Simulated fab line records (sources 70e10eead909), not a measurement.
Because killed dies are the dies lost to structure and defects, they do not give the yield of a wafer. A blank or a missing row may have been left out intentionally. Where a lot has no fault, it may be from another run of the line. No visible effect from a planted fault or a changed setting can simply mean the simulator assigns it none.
Matching of chambers || flow nand_harc || 4 sister chambers for NHARC_A_CHANNEL_FILL_D2_CMP_10 on cmp-04
The step polishes, target thk 150 nm. 8 wafers are shown with their chamber, then 8 later ones without.

## WAFERS PAIRED WITH THEIR CHAMBERS
{"wafer": "L083.2", "chamber": 3, "motor_current_A (A)": 12.2, "time_to_endpoint_s (s)": 17.3}
{"wafer": "L083.4", "chamber": 1, "motor_current_A (A)": 12.2, "time_to_endpoint_s (s)": 13.6}
{"wafer": "L086.4", "chamber": 0, "motor_current_A (A)": 12.6, "time_to_endpoint_s (s)": 17.6}
{"wafer": "L086.6", "chamber": 1, "motor_current_A (A)": 11.1, "time_to_endpoint_s (s)": 14.0}
{"wafer": "L090.2", "chamber": 3, "motor_current_A (A)": 11.8, "time_to_endpoint_s (s)": 14.1}
{"wafer": "L090.3", "chamber": 2, "motor_current_A (A)": 11.4, "time_to_endpoint_s (s)": 13.9}
{"wafer": "L090.5", "chamber": 2, "motor_current_A (A)": 11.3, "time_to_endpoint_s (s)": 10.4}
{"wafer": "L091.3", "chamber": 0, "motor_current_A (A)": 13.2, "time_to_endpoint_s (s)": 16.6}

## WAFERS MISSING THEIR CHAMBER
{"wafer": "L091.4", "motor_current_A (A)": 12.4, "time_to_endpoint_s (s)": 16.8}
{"wafer": "L091.6", "motor_current_A (A)": 13.3, "time_to_endpoint_s (s)": 14.7}
{"wafer": "L095.2", "motor_current_A (A)": 12.9, "time_to_endpoint_s (s)": 19.1}
{"wafer": "L095.5", "motor_current_A (A)": 12.4, "time_to_endpoint_s (s)": 19.1}
{"wafer": "L095.6", "motor_current_A (A)": 13.1, "time_to_endpoint_s (s)": 19.9}
{"wafer": "L096.2", "motor_current_A (A)": 11.5, "time_to_endpoint_s (s)": 12.2}
{"wafer": "L096.3", "motor_current_A (A)": 13.8, "time_to_endpoint_s (s)": 15.4}
{"wafer": "L096.5", "motor_current_A (A)": 11.9, "time_to_endpoint_s (s)": 13.4}

## EACH ONE'S CHAMBER
{"wafer": "L091.4", "from the rows above": "can't be placed: 3 or 0 or 1", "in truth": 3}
{"wafer": "L091.6", "from the rows above": "can't be placed: 0 or 3 or 1", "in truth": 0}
{"wafer": "L095.2", "from the rows above": "can't be placed: 0 or 3", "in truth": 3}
{"wafer": "L095.5", "from the rows above": "can't be placed: 0 or 3 or 1", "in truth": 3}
{"wafer": "L095.6", "from the rows above": "can't be placed: 0 or 3", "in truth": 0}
{"wafer": "L096.2", "from the rows above": "can't be placed: 2 or 1 or 3", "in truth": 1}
{"wafer": "L096.3", "from the rows above": "can't be placed: 0 or 3", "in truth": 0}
{"wafer": "L096.5", "from the rows above": "can't be placed: 1 or 3 or 2", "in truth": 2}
Placed correctly: 0 of 8. Can't be placed from these rows: 8 (the true chamber is among the candidates in 8). Wrongly placed: 0.
How it was worked out, from the rows above alone: a wafer's distance from a chamber is the root of the sum, over the readings, of the square of ((its reading less the chamber's mean) divided by the reading's scatter). The wafer belongs to the nearest chamber; if the next one is less than 2 further off, it can't be placed. The mean given for a chamber averages the wafers shown for that chamber. The scatter is the square root of a quotient: the sum, over the shown wafers, of each reading's squared deviation from its chamber's mean, divided by wafers minus chambers.
